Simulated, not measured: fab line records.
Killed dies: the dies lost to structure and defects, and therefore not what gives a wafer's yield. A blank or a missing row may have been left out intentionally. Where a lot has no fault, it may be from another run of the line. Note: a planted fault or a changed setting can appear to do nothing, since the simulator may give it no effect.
fab line records ; flow nand_harc
record: lots: 6; wafers: 18; last_day: 33
route steps=1302 shown A_CONTACT@1078 A_BLC@1107 END@1302
lots with no fault: from the same line, run without faults
start_h: hours from the record's opening day to when the first of the lot's shown wafers began ; wait_h: hours elapsed since this lot's preceding step ; " unchanged from the row above ; L1.1+2: several wafers, shown together as one row ; - no value, or no start given ; * or withheld: withheld ; < > ~ a bound
route shown NAME@n: NAME is a module with steps in the file, n the number in the route of the first one ; usual: the fault-free wafers' mean and standard deviation ; same: alike in all rows ; chamber/n: place in a boat ; sites: each site's reading ; _std_site: standard deviation of those values ; _edge_site: the outer-site mean with the inner-site mean subtracted ; radius_mm: how far each site lies from the wafer's centre ; mask NAME#n: copy n ; behind: the last tool/chamber to shape the wafer ; hold: the reason the lot was held/the length of the hold in hours/how it ended ; device: names the non-switching transistor (n, p or np) ; end of line: tests run on the same wafers once the route is complete ; a step with no rows: only its recipe ; killed: dies that structure and defects cost at the first sort, which is not the same as the wafer's yield ; map: a wafer's dies, x killed, . not, _ none there
set.NAME: the setting that was run; set.NAME@STEP: the one run at that earlier step ; model.NAME: the simulator's own value behind a step, which no gauge read
a table for each step, a row for each wafer; lots at some steps of the route
services: a tool's chamber out of use, with start hour (start_h, from the record's first day; less than 0 if before it), hours out, and reason
== steps ==
step: NHARC_A_CONTACT_CD_MEAS_08
recipe: target_cd_nm: 200; landing_energy_ev: 500
usual: cd_nm: 199.9/0.49
lot.wafer;tool;chamber;start_h;wait_h;cd_nm
L236.1;cd_sem-03;0;541.38;-;200.3
L236.3;cd_sem-03;0;541.38;-;200.9
L236.6;cd_sem-03;0;541.38;-;200.2
L238.2;cd_sem-01;0;562.02;-;200.4
L238.3;cd_sem-01;0;562.02;-;200.5
L238.6;cd_sem-01;0;562.02;-;200.1
L243.1;cd_sem-03;0;619.02;-;199.9
L243.4;cd_sem-03;0;619.02;-;199.8
L243.5;cd_sem-03;0;619.02;-;200.0
L246.2;cd_sem-01;0;653.10;-;198.9
L246.3;cd_sem-01;0;653.10;-;198.8
L246.4;cd_sem-01;0;653.10;-;199.4
L247.1;cd_sem-03;0;662.29;-;200.1
L247.4;cd_sem-03;0;662.29;-;199.7
L247.5;cd_sem-03;0;662.29;-;199.7
L256.2;cd_sem-03;0;736.23;-;200.2
L256.5;cd_sem-03;0;736.23;-;200.0
L256.6;cd_sem-03;0;736.23;-;199.9
step: NHARC_A_CONTACT_OVL_MEAS_09
usual: overlay_x_nm: 0.1/0.84; overlay_y_nm: 0.0/0.83
lot.wafer;tool;chamber;start_h;wait_h;overlay_x_nm;overlay_y_nm
L236.1;overlay-02;-;541.47;-;-1.3;1.7
L236.3;overlay-02;-;541.47;-;-1.3;1.4
L236.6;overlay-02;-;541.47;-;-0.9;1.1
L238.2;overlay-02;-;562.11;-;0.6;0.7
L238.3;overlay-02;-;562.11;-;0.2;0.9
L238.6;overlay-02;-;562.11;-;-0.3;1.3
L243.1;overlay-02;-;619.11;-;1.9;-0.2
L243.4;overlay-02;-;619.11;-;1.9;-0.7
L243.5;overlay-02;-;619.11;-;2.0;-1.0
L246.2;overlay-01;-;653.19;-;1.6;-1.5
L246.3;overlay-01;-;653.19;-;1.3;-0.9
L246.4;overlay-01;-;653.19;-;0.9;-1.0
L247.1;overlay-01;-;662.38;-;-0.4;-0.4
L247.4;overlay-01;-;662.38;-;-0.4;-0.5
L247.5;overlay-01;-;662.38;-;-0.3;-0.4
L256.2;overlay-02;-;736.32;-;-0.9;0.4
L256.5;overlay-02;-;736.32;-;-1.4;1.0
L256.6;overlay-02;-;736.32;-;-1.2;0.4
step: NHARC_A_CONTACT_INSPECT_10
usual: raw_defect_count: 89/35
lot.wafer;tool;chamber;start_h;wait_h;raw_defect_count
L236.1;defect_inspect-01;-;541.50;0.0;81
L236.3;defect_inspect-01;-;541.50;0.0;82
L236.6;defect_inspect-01;-;541.50;0.0;67
L238.2;defect_inspect-01;-;562.15;0.0;62
L238.3;defect_inspect-01;-;562.15;0.0;65
L238.6;defect_inspect-01;-;562.15;0.0;60
L243.1;defect_inspect-01;-;619.15;0.0;14
L243.4;defect_inspect-01;-;619.15;0.0;17
L243.5;defect_inspect-01;-;619.15;0.0;10
L246.2;defect_inspect-02;-;653.22;0.0;82
L246.3;defect_inspect-02;-;653.22;0.0;98
L246.4;defect_inspect-02;-;653.22;0.0;100
L247.1;defect_inspect-02;-;662.42;0.0;106
L247.4;defect_inspect-02;-;662.42;0.0;122
L247.5;defect_inspect-02;-;662.42;0.0;115
L256.2;defect_inspect-02;-;736.35;0.0;82
L256.5;defect_inspect-02;-;736.35;0.0;73
L256.6;defect_inspect-02;-;736.35;0.0;83
step: NHARC_A_CONTACT_DESCUM_13
recipe: time_s: 3; o2_flow_sccm: 200; ar_flow_sccm: 0; bias_power_w: 0; chemistry: O2
step: NHARC_A_CONTACT_ETCH_88
recipe: target_depth_a: 390; over_etch_frac: 0.3; time_s: 65; ion_energy_ev: 80; cf4_flow_sccm: 150; ar_flow_sccm: 0; rf_w: 300; bias_w: 100; chemistry: CF4
step: NHARC_A_CONTACT_ETCH_89
recipe: target_depth_a: 2600; over_etch_frac: 0.3; time_s: 475.3; ion_energy_ev: 200; n2_flow_sccm: 150; h2_flow_sccm: 150; ar_flow_sccm: 0; rf_w: 400; bias_w: 150; chemistry: N2/H2
step: NHARC_A_CONTACT_ETCH_30
recipe: target_depth_a: 726; time_s: 36.3; cf4_flow_sccm: 100; chf3_flow_sccm: 30; ar_flow_sccm: 0; rf_w: 500; bias_w: 200; chemistry: CF4/CHF3
usual: drypump_motor_current_A: 5.6/0.49; oes_product_au: 0.933/0.017; rf_vpp_V: 370.9/2.8; showerhead_plenum_p_Torr: 1.59/0.083; throttle_valve_pct: 16.802/0.0091
same: time_s: 36.3
lot.wafer;tool;chamber;start_h;wait_h;drypump_motor_current_A;oes_product_au;rf_hours_counter_h;rf_vpp_V;showerhead_plenum_p_Torr;throttle_valve_pct
L236.1;rie_diel-11;3;-;-;5.4;0.916;37;367.5;1.48;16.788
L236.3;rie_diel-11;1;-;-;5.4;0.938;35;371.7;1.61;16.788
L236.6;rie_diel-11;0;-;-;5.5;0.919;-;369.7;1.54;16.806
L238.3;rie_diel-08;1;-;-;5.7;0.960;0;374.3;1.70;16.817
L238.2;rie_diel-08;3;-;-;5.8;0.980;0;367.9;1.48;16.816
L238.6;rie_diel-08;2;-;-;6.3;0.975;-;369.7;1.56;16.797
L243.4;rie_diel-04;3;-;-;6.3;0.924;14;365.9;1.46;16.799
L243.1;rie_diel-04;2;-;-;5.6;0.935;13;368.9;1.53;16.788
L243.5;rie_diel-04;3;-;-;6.3;0.940;-;367.3;1.46;16.792
L246.3;rie_diel-11;0;-;-;5.5;0.920;12;368.9;1.53;16.803
L246.2;rie_diel-11;1;-;-;5.4;0.927;12;370.6;1.60;16.801
L246.4;rie_diel-11;3;-;-;5.4;0.930;12;366.4;1.47;16.803
L247.1;rie_diel-04;1;-;-;5.6;0.921;22;373.5;1.66;16.795
L247.4;rie_diel-04;2;-;-;5.6;0.925;20;368.9;1.53;16.810
L247.5;rie_diel-04;1;-;-;5.6;0.925;-;372.7;1.66;16.814
L256.2;rie_diel-04;3;-;-;6.3;0.928;4;374.4;1.70;16.803
L256.5;rie_diel-04;0;-;-;4.9;0.921;-;373.6;1.65;16.788
L256.6;rie_diel-04;1;-;-;5.6;0.922;-;373.6;1.65;16.798
step: NHARC_A_CONTACT_ETCH_31
recipe: target_depth_a: 28000; over_etch_frac: 0.3; time_s: 728; ion_energy_ev: 150; o2_flow_sccm: 400; cos_flow_sccm: 20; ar_flow_sccm: 0; rf_w: 500; bias_w: 300; chemistry: O2/COS
step: NHARC_A_CONTACT_ETCH_134
recipe: source_w: withheld; pressure_mtorr: 20; bias_v: withheld; time_s: 140; target_depth_a: 7000; ar_flow_sccm: withheld; c4f8_flow_sccm: withheld; o2_flow_sccm: withheld; chemistry: C4F8/O2/Ar
step: NHARC_A_CONTACT_ETCH_135
recipe: source_w: withheld; pressure_mtorr: 20; bias_v: 1200; time_s: 311; target_depth_a: 19120; ar_flow_sccm: withheld; c4f8_flow_sccm: withheld; o2_flow_sccm: withheld; chemistry: C4F8/O2/Ar
step: NHARC_A_CONTACT_ETCH_136
recipe: source_w: withheld; pressure_mtorr: 20; bias_v: 1200; time_s: 311; target_depth_a: 19120; ar_flow_sccm: withheld; c4f8_flow_sccm: withheld; o2_flow_sccm: withheld; chemistry: C4F8/O2/Ar
step: NHARC_A_CONTACT_ETCH_137
recipe: source_w: withheld; pressure_mtorr: 20; bias_v: 1200; time_s: 311; target_depth_a: 19120; ar_flow_sccm: withheld; c4f8_flow_sccm: withheld; o2_flow_sccm: withheld; chemistry: C4F8/O2/Ar
same: time_s: 311
lot.wafer;tool;chamber;start_h;wait_h;rf_hours_counter_h
L236.1;har_cap_etch-03;0;543.47;0.2;51
L236.3;har_cap_etch-03;0;543.47;0.2;-
L236.6;har_cap_etch-03;0;543.47;0.2;-
L238.2;har_cap_etch-03;1;564.09;0.2;54
L238.3;har_cap_etch-03;0;564.09;0.2;-
L238.6;har_cap_etch-03;1;564.09;0.2;-
L243.1;har_cap_etch-03;0;621.12;0.2;65
L243.4;har_cap_etch-03;0;621.12;0.2;-
L243.5;har_cap_etch-03;1;621.12;0.2;-
L246.2;har_cap_etch-03;0;656.20;0.2;72
L246.4;har_cap_etch-03;0;656.20;0.2;-
L246.3;har_cap_etch-03;1;656.20;0.2;-
L247.1;har_cap_etch-03;0;664.85;0.2;73
L247.4;har_cap_etch-03;1;664.85;0.2;-
L247.5;har_cap_etch-03;1;664.85;0.2;-
L256.2;har_cap_etch-03;0;738.28;0.2;88
L256.5;har_cap_etch-03;0;738.28;0.2;-
L256.6;har_cap_etch-03;1;738.28;0.2;-
step: NHARC_A_CONTACT_ETCH_138
recipe: source_w: withheld; pressure_mtorr: 20; bias_v: 1200; time_s: 311; target_depth_a: 19140; ar_flow_sccm: withheld; c4f8_flow_sccm: withheld; o2_flow_sccm: withheld; chemistry: C4F8/O2/Ar
same: time_s: 311
lot.wafer;tool;chamber;start_h;wait_h;rf_hours_counter_h
L236.1;har_cap_etch-03;0;543.74;0.2;51
L236.3;har_cap_etch-03;0;543.74;0.2;-
L236.6;har_cap_etch-03;0;543.74;0.2;-
L238.2;har_cap_etch-03;1;564.36;0.2;55
L238.3;har_cap_etch-03;0;564.36;0.2;-
L238.6;har_cap_etch-03;1;564.36;0.2;-
L243.1;har_cap_etch-03;0;621.39;0.2;66
L243.4;har_cap_etch-03;0;621.39;0.2;-
L243.5;har_cap_etch-03;1;621.39;0.2;-
L246.2;har_cap_etch-03;0;656.47;0.2;72
L246.4;har_cap_etch-03;0;656.47;0.2;-
L246.3;har_cap_etch-03;1;656.47;0.2;-
L247.1;har_cap_etch-03;0;665.13;0.2;73
L247.4;har_cap_etch-03;1;665.13;0.2;-
L247.5;har_cap_etch-03;1;665.13;0.2;-
L256.2;har_cap_etch-03;0;738.55;0.2;88
L256.5;har_cap_etch-03;0;738.55;0.2;-
L256.6;har_cap_etch-03;1;738.55;0.2;-
step: NHARC_A_CONTACT_ETCH_139
recipe: source_w: withheld; pressure_mtorr: 20; bias_v: 400; time_s: 195; target_depth_a: 8400; ar_flow_sccm: withheld; c4f8_flow_sccm: 11.5; o2_flow_sccm: 7.2; chemistry: C4F8/O2/Ar
step: NHARC_A_CONTACT_ETCH_92
recipe: target_depth_a: 400; over_etch_frac: 0.5; time_s: 85.7; ion_energy_ev: 120; ch3f_flow_sccm: 50; o2_flow_sccm: 30; ar_flow_sccm: 200; rf_w: 500; bias_w: 100; chemistry: CH3F/O2
step: NHARC_A_CONTACT_ETCH_98
recipe: target_depth_a: 200; over_etch_frac: 0.5; time_s: 10; ion_energy_ev: 250; c4f6_flow_sccm: 25; o2_flow_sccm: 20; ar_flow_sccm: 500; rf_w: 600; bias_w: 500; chemistry: C4F6/O2
usual: drypump_motor_current_A: 5.7/0.51; oes_product_au: 0.963/0.028; rf_vpp_V: 547/4.3; showerhead_plenum_p_Torr: 3.95/0.2; throttle_valve_pct: 26.904/0.0091
same: time_s: 10
lot.wafer;tool;chamber;start_h;wait_h;drypump_motor_current_A;oes_product_au;rf_hours_counter_h;rf_vpp_V;showerhead_plenum_p_Torr;throttle_valve_pct
L236.1;rie_diel-04;3;-;-;6.3;1.002;1;542;3.65;26.900
L236.3;rie_diel-04;0;-;-;4.9;0.995;1;551;4.12;26.894
L236.6;rie_diel-04;0;-;-;4.9;0.990;-;549;4.12;26.905
L238.2;rie_diel-08;1;-;-;5.7;0.945;1;554;4.23;26.886
L238.3;rie_diel-08;2;-;-;6.3;0.949;1;545;3.89;26.920
L238.6;rie_diel-08;1;-;-;5.7;0.955;-;554;4.23;26.932
L243.1;rie_diel-04;1;-;-;5.6;0.955;16;551;4.13;26.888
L243.4;rie_diel-04;3;-;-;6.3;0.943;14;540;3.65;26.894
L243.5;rie_diel-04;1;-;-;5.6;0.952;-;551;4.13;26.909
L246.3;rie_diel-04;0;-;-;4.9;0.991;23;551;4.11;26.915
L246.4;rie_diel-04;1;-;-;5.6;0.984;22;551;4.12;26.883
L246.2;rie_diel-04;2;-;-;5.6;1.005;19;544;3.82;26.898
L247.4;rie_diel-04;1;-;-;5.6;0.942;23;551;4.12;26.910
L247.1;rie_diel-04;2;-;-;5.6;0.943;21;544;3.82;26.899
L247.5;rie_diel-04;1;-;-;5.6;0.949;-;550;4.12;26.906
L256.2;rie_diel-08;1;-;-;5.7;1.009;1;553;4.20;26.892
L256.6;rie_diel-08;0;-;-;4.8;1.005;-;552;4.12;26.893
L256.5;rie_diel-08;1;-;-;5.7;0.991;-;553;4.20;26.903
step: NHARC_A_CONTACT_CD_MEAS_15
usual: cd_nm: 190.1/0.47
lot.wafer;tool;chamber;start_h;wait_h;cd_nm
L236.1;cd_sem-03;-;544.79;-;190.3
L236.3;cd_sem-03;-;544.79;-;190.5
L236.6;cd_sem-03;-;544.79;-;190.4
L238.2;cd_sem-01;-;565.42;-;189.5
L238.3;cd_sem-01;-;565.42;-;189.3
L238.6;cd_sem-01;-;565.42;-;190.0
L243.1;cd_sem-03;-;622.40;-;189.7
L243.4;cd_sem-03;-;622.40;-;190.1
L243.5;cd_sem-03;-;622.40;-;189.7
L246.2;cd_sem-02;-;657.53;-;189.9
L246.3;cd_sem-02;-;657.53;-;190.0
L246.4;cd_sem-02;-;657.53;-;190.1
L247.1;cd_sem-02;-;666.13;-;189.8
L247.4;cd_sem-02;-;666.13;-;189.9
L247.5;cd_sem-02;-;666.13;-;189.6
L256.2;cd_sem-03;-;739.61;-;189.9
L256.5;cd_sem-03;-;739.61;-;189.9
L256.6;cd_sem-03;-;739.61;-;189.4
step: NHARC_A_CONTACT_STRIP_107
recipe: n2_flow_sccm: 150; h2_flow_sccm: 150; ar_flow_sccm: 0; bias_w: 0; chemistry: N2/H2
step: NHARC_A_CONTACT_STRIP_108
recipe: cf4_flow_sccm: 100; chf3_flow_sccm: 30; ar_flow_sccm: 0; bias_w: 0; chemistry: CF4/CHF3
step: NHARC_A_CONTACT_STRIP_109
recipe: o2_flow_sccm: 400; cos_flow_sccm: 20; ar_flow_sccm: 0; bias_w: 0; chemistry: O2/COS
step: NHARC_A_CONTACT_ETCH_110
recipe: target_depth_a: 600; overetch_a: 60; time_s: 33; ion_energy_ev: 100; cf4_flow_sccm: 80; o2_flow_sccm: 20; ar_flow_sccm: 0; rf_w: 300; bias_w: 100; chemistry: CF4/O2
step: NHARC_A_CONTACT_STRIP_26
recipe: o2_flow_sccm: 500; ar_flow_sccm: 0; bias_w: 0; chemistry: O2
step: NHARC_A_CONTACT_STRIP_27
recipe: time_s: 600; temp_c: 30; chemistry: post_etch_residue_remover
step: NHARC_A_CONTACT_ALD_18
recipe: target_thk_a: 30; pulse_time_s: 1; ald_cycles: 150; temp_c: 450; material: TiN
usual: heater_power_outer_w: 689/88; heater_power_w: 1074/120; precursor_pulse_height_rel: 0.997/0.021
lot.wafer;tool;chamber;start_h;wait_h;heater_power_outer_w;heater_power_w;precursor_pulse_height_rel
L236.3;ald_metal-03;0;545.89;-;668;1125;0.986
L236.1;ald_metal-03;3;545.89;-;553;832;0.982
L236.6;ald_metal-03;0;545.89;-;668;1106;1.019
L238.2;ald_metal-03;3;566.83;-;552;839;0.981
L238.3;ald_metal-03;0;566.83;-;655;1115;1.035
L238.6;ald_metal-03;2;566.83;-;823;1235;0.971
L243.4;ald_metal-04;1;623.34;-;732;1128;0.984
L243.1;ald_metal-04;2;623.34;-;817;1196;0.984
L243.5;ald_metal-04;1;623.34;-;724;1098;0.998
L246.2;ald_metal-03;3;658.65;-;555;856;1.014
L246.4;ald_metal-03;0;658.65;-;693;1122;1.002
L246.3;ald_metal-03;1;658.65;-;639;969;0.938
L247.4;ald_metal-01;1;667.09;-;608;1046;0.998
L247.1;ald_metal-01;3;667.09;-;701;1081;1.017
L247.5;ald_metal-01;1;667.09;-;627;1055;0.989
L256.2;ald_metal-03;1;740.56;-;643;975;1.018
L256.5;ald_metal-03;1;740.56;-;637;999;1.015
L256.6;ald_metal-03;2;740.56;-;867;1234;1.006
step: NHARC_A_CONTACT_CVD_19
recipe: target_thk_a: 3000; temp_c: 300; pressure_torr: 40; wf6_flow_sccm: 40; h2_flow_sccm: 1600; ar_flow_sccm: 1560; time_s: 802; material: W
step: NHARC_A_CONTACT_CMP_20
recipe: t_overpolish_s: 30; target_thk_nm: 300
usual: motor_current_A: 12.3/0.77; overpolish_run_s: 29.999/0.0083; retaining_ring_pressure_frac: 1.000/0.0047; time_to_endpoint_s: 60.0/2.7
lot.wafer;tool;chamber;start_h;wait_h;motor_current_A;overpolish_run_s;retaining_ring_pressure_frac;time_to_endpoint_s
L236.3;cmp-02;0;547.02;0.4;12.6;29.999;1.006;60.6
L236.1;cmp-02;1;547.02;0.4;12.4;30.005;0.997;61.2
L236.6;cmp-02;3;547.02;0.4;13.2;30.018;0.997;59.9
L238.2;cmp-02;2;567.89;0.8;11.3;30.001;1.001;63.6
L238.3;cmp-02;0;567.89;0.8;12.4;30.005;1.001;58.1
L238.6;cmp-02;3;567.89;0.8;12.9;29.992;1.004;62.6
L243.1;cmp-03;0;624.42;0.8;13.8;30.001;0.992;61.4
L243.4;cmp-03;2;624.42;0.8;10.4;30.011;0.999;61.0
L243.5;cmp-03;0;624.42;0.8;13.5;29.994;1.000;62.6
L246.2;cmp-03;1;659.77;0.8;12.7;29.995;1.003;65.7
L246.4;cmp-03;2;659.77;0.8;11.3;30.014;0.997;60.9
L246.3;cmp-03;3;659.77;0.8;11.8;29.994;0.999;62.8
L247.4;cmp-04;3;668.19;0.5;12.1;29.993;1.005;60.0
L247.1;cmp-04;1;668.19;0.5;13.1;30.010;1.001;59.5
L247.5;cmp-04;2;668.19;0.5;11.6;29.991;0.998;59.5
L256.2;cmp-04;3;741.67;0.8;12.0;29.993;1.009;61.8
L256.6;cmp-04;2;741.67;0.8;11.7;30.016;1.001;59.5
L256.5;cmp-04;3;741.67;0.8;12.6;29.996;1.006;60.9
step: NHARC_A_CONTACT_SRD_22
step: NHARC_A_BLC_DEHYDRATE_00
recipe: temp_c: 150; time_s: 120
step: NHARC_A_BLC_HMDS_01
recipe: time_s: 30
step: NHARC_A_BLC_COAT_02
recipe: temp_c: 260; time_s: 75
step: NHARC_A_BLC_COAT_03
recipe: temp_c: 225; time_s: 65
step: NHARC_A_BLC_COAT_04
recipe: spin_rpm: 1500; resist_thk_nm: 90
step: NHARC_A_BLC_SOFTBAKE_05
recipe: temp_c: 105; time_s: 55
step: NHARC_A_BLC_EBR_06
step: NHARC_A_BLC_EXPOSE_07
recipe: na: 1.35; target_cd_nm: 100; dose_mj: 67.97; mask_id: A_BLC
step: NHARC_A_BLC_PEB_08
recipe: peb_temp_c: 100; peb_time_s: 65
step: NHARC_A_BLC_DEVELOP_09
recipe: develop_time_s: 35; dev_temp_c: 23
step: NHARC_A_BLC_CD_MEAS_10
recipe: target_cd_nm: 100; landing_energy_ev: 500
usual: cd_nm: 100.1/0.54
lot.wafer;tool;chamber;start_h;wait_h;cd_nm
L236.1;cd_sem-02;0;547.77;-;100.4
L236.3;cd_sem-02;0;547.77;-;99.2
L236.6;cd_sem-02;0;547.77;-;100.3
L238.2;cd_sem-03;0;568.80;-;99.9
L238.3;cd_sem-03;0;568.80;-;99.4
L238.6;cd_sem-03;0;568.80;-;99.9
L243.1;cd_sem-03;0;625.32;-;100.1
L243.4;cd_sem-03;0;625.32;-;100.0
L243.5;cd_sem-03;0;625.32;-;99.5
L246.2;cd_sem-03;0;660.65;-;99.6
L246.3;cd_sem-03;0;660.65;-;99.4
L246.4;cd_sem-03;0;660.65;-;101.0
L247.1;cd_sem-02;0;669.08;-;100.2
L247.4;cd_sem-02;0;669.08;-;99.0
L247.5;cd_sem-02;0;669.08;-;100.7
L256.2;cd_sem-03;0;742.56;-;99.7
L256.5;cd_sem-03;0;742.56;-;100.0
L256.6;cd_sem-03;0;742.56;-;100.0
step: NHARC_A_BLC_OVL_MEAS_11
usual: overlay_x_nm: 0.2/0.87; overlay_y_nm: -0.1/0.84
lot.wafer;tool;chamber;start_h;wait_h;overlay_x_nm;overlay_y_nm
L236.1;overlay-01;-;547.85;-;1.0;0.9
L236.3;overlay-01;-;547.85;-;1.3;0.6
L236.6;overlay-01;-;547.85;-;1.2;0.0
L238.2;overlay-01;-;568.89;-;-0.2;0.1
L238.3;overlay-01;-;568.89;-;0.0;0.5
L238.6;overlay-01;-;568.89;-;0.0;0.5
L243.1;overlay-02;-;625.41;-;0.9;-1.4
L243.4;overlay-02;-;625.41;-;0.6;-1.4
L243.5;overlay-02;-;625.41;-;1.1;-1.4
L246.2;overlay-01;-;660.74;-;0.0;-0.3
L246.3;overlay-01;-;660.74;-;-0.4;-0.3
L246.4;overlay-01;-;660.74;-;-0.2;-0.6
L247.1;overlay-02;-;669.16;-;0.5;0.7
L247.4;overlay-02;-;669.16;-;0.3;1.2
L247.5;overlay-02;-;669.16;-;0.5;1.2
L256.2;overlay-02;-;742.64;-;1.0;-0.6
L256.5;overlay-02;-;742.64;-;0.8;-0.2
L256.6;overlay-02;-;742.64;-;1.2;-0.6
step: NHARC_END_SORT_01
recipe: temp_c: 25
usual: killed_at_array: 55/17; killed_at_other: 1.1/1.4; killed_at_periphery: 3.9/3; killed_dies: 59/17; killed_open: 3.5/2; killed_short: 2.6/1.6
same: gross_dies: 677
lot.wafer;tool;chamber;start_h;wait_h;killed_at_array;killed_at_other;killed_at_periphery;killed_dies;killed_open;killed_short
L246.2;prober-01;0;705.64;2.8;129;1;2;132;3;2
L246.3;prober-01;0;706.43;3.1;132;1;3;136;5;1
L246.4;prober-01;0;707.22;3.4;129;2;0;131;1;6
L247.1;prober-01;0;712.55;2.5;140;0;4;144;5;3
L247.4;prober-01;0;714.96;3.4;134;0;1;135;2;1
L247.5;prober-01;0;715.76;3.7;147;0;3;150;6;2
killed by level:class
L246.2 A_CONTACT:unspecified=74 A_SLIT:chamber_film_flake=27 A_CHANNEL_HOLE_D2:chamber_film_flake=11 A_CHANNEL_HOLE_D1:chamber_film_flake=10 A_CHANNEL_FILL_D1:geometric_particle:open=2 A_ONON_D2:geometric_particle:open=1 A_ONON_D2:geometric_particle:short=1 P_ZERO_WELL:chamber_film_flake=1
L246.3 A_CONTACT:unspecified=79 A_SLIT:chamber_film_flake=22 A_CHANNEL_HOLE_D2:chamber_film_flake=15 A_CHANNEL_HOLE_D1:chamber_film_flake=6 A_M0:geometric_particle:open=2 P_CONTACT:geometric_particle:open=1 A_SOURCE_PLATE:geometric_particle:open=1 A_ONON_D2:geometric_particle:short=1
L246.4 A_CONTACT:unspecified=74 A_SLIT:chamber_film_flake=29 A_CHANNEL_HOLE_D2:chamber_film_flake=12 A_CHANNEL_HOLE_D1:chamber_film_flake=4 A_ONON_D2:geometric_particle:short=2 A_CHANNEL_FILL_D1:chamber_film_flake=2 A_CONTACT:chamber_film_flake=2 A_SOURCE_PLATE:geometric_particle:short=1
L247.1 A_CONTACT:unspecified=84 A_SLIT:chamber_film_flake=27 A_CHANNEL_HOLE_D1:chamber_film_flake=15 A_CHANNEL_HOLE_D2:chamber_film_flake=5 A_CONTACT:chamber_film_flake=2 P_GATE:geometric_particle:open=1 P_CONTACT:geometric_particle:open=1 P_M0:geometric_particle:open=1
L247.4 A_CONTACT:unspecified=75 A_SLIT:chamber_film_flake=25 A_CHANNEL_HOLE_D1:chamber_film_flake=24 A_CHANNEL_HOLE_D2:chamber_film_flake=3 A_CHANNEL_FILL_D2:chamber_film_flake=2 P_CONTACT:geometric_particle:open=1 A_CHANNEL_HOLE_D1:geometric_particle:open=1 A_DECK1_JOINT:geometric_particle:short=1
L247.5 A_CONTACT:unspecified=84 A_SLIT:chamber_film_flake=34 A_CHANNEL_HOLE_D1:chamber_film_flake=14 A_CONTACT:chamber_film_flake=4 P_CONTACT:geometric_particle:open=2 A_WL_FILL:geometric_particle:short=2 A_CHANNEL_FILL_D1:chamber_film_flake=2 A_DECK1_JOINT:chamber_film_flake=2
map L246.3 (x killed, . not)
____________.____________
_________....x.._________
_______..........._______
______.............______
_____..x............_____
____.................____
____.................____
___...x...............___
___.................x.___
__........x............__
__.....................__
_......................._
_......................._
_..xx..................._
_.xx...................._
_xxxxxx...x.....x......._
xxxxxx...................
.xxxxxx......x...........
.xxxxxxx...xxxx..........
xxxxxxx....xxx.x.........
.x.xx.x...xxxxxxx........
_..xx...x.xxxxxxx......._
_.x......xxxxxxxx......._
_.......xxxxxxxxx......._
_.......xxxxxxxxxx......_
_.........xxxxxxx......._
__........xxxxxxx......__
__........xxxxxx....x..__
___........xxxxxx.....___
___...x.....x.x.x.....___
____x................____
____.....x...........____
_____..............._____
______....x........______
_______x.........._______
_________......._________
____________.____________
map L247.5 (x killed, . not)
____________.____________
_________......._________
_______.x........._______
______x............______
_____xx............._____
____xxx.x............____
____xx.x...........xx____
___xxx.........x......___
___...................___
__.x...................__
__.....................__
_......x...............x_
_.....................x._
_..x...................._
_.xx.xx................._
_..xx.x................._
x..x.x........x..........
.xxxx......x.x...........
x.xxxx..xx...xxx.........
.xxx..x...xxxxxxx.......x
.xxxxxxx..xxxxxx.x.......
_.xxx.....xxxxxx.x......_
_...xx...xxxxxxxxx......_
_x.....x...xxxxxx......._
_........xxxxxxxxx......_
_........xxxxxxxxx......_
__.......xxxxxxx.......__
__.......xxxxxx........__
___.......x.xxxx...x..___
___.........xx..x.....___
____....x....x.x.....____
____.................____
_____....xx........._____
______.............______
_______.......x..._______
_________......._________
____________.____________
== services ==
tool;chamber;start_h;hours;kind
rie_diel-04;2;526.42;5.9;repair
cmp-02;-;526.55;4.0;pm
rie_diel-04;-;531.96;9.0;pm
rie_diel-08;-;547.64;9.0;pm
cmp-03;-;554.00;4.0;pm
cmp-02;-;554.22;3.2;repair
cmp-04;-;555.30;0.7;repair
cmp-04;-;566.16;4.4;repair
rie_diel-04;2;566.36;3.8;repair
ald_metal-03;-;568.00;10.0;pm
rie_diel-04;-;569.09;5.3;repair
rie_diel-04;3;575.41;3.6;repair
cmp-04;-;585.14;1.2;repair
cmp-04;-;601.15;4.0;pm
rie_diel-04;-;601.30;0.3;repair
rie_diel-11;-;602.99;0.5;repair
ald_metal-03;1;606.27;26.0;repair
rie_diel-11;-;611.40;9.0;pm
cmp-03;-;618.06;2.4;repair
cmp-02;-;624.55;4.0;pm
rie_diel-04;1;637.52;5.0;repair
rie_diel-08;1;649.11;6.7;repair
rie_diel-04;-;708.96;9.0;pm
rie_diel-08;-;724.64;9.0;pm
== key ==
first_sign: step: NHARC_END_SORT_01; reading: killed_at_array; direction: up; sigmas: 4.8; usual: 55; struck: 135
effect: step: NHARC_END_SORT_01; reading: killed_dies; direction: up; sigmas: 4.6; usual: 59; struck: 138
more_kills_born_at: NHARC_A_CONTACT_ETCH_138@har_cap_etch-03: 468
met_at NHARC_A_CONTACT_ETCH_138
struck_wafers L246.2,L246.3,L246.4,L247.1,L247.4,L247.5
tester_left_out L246,L247
onset_between 621.39 656.47
also_fits NHARC_A_CONTACT_ETCH_98:rie_diel-04
fault: kind: chamber_particle_source; tool: har_cap_etch-03; chamber: -; onset_h: 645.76; steps: NHARC_A_CONTACT_ETCH_138; rate_per_visit_cm2: 0.62573; end_h: 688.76
tester_left_out: of these lots the tester's yield and bins aren't shown, on N5 and GAA mostly nor the transistor test; their killed dies are dies lost to structure and defects alone, not to doping, threshold or leakage, so they don't give the yield
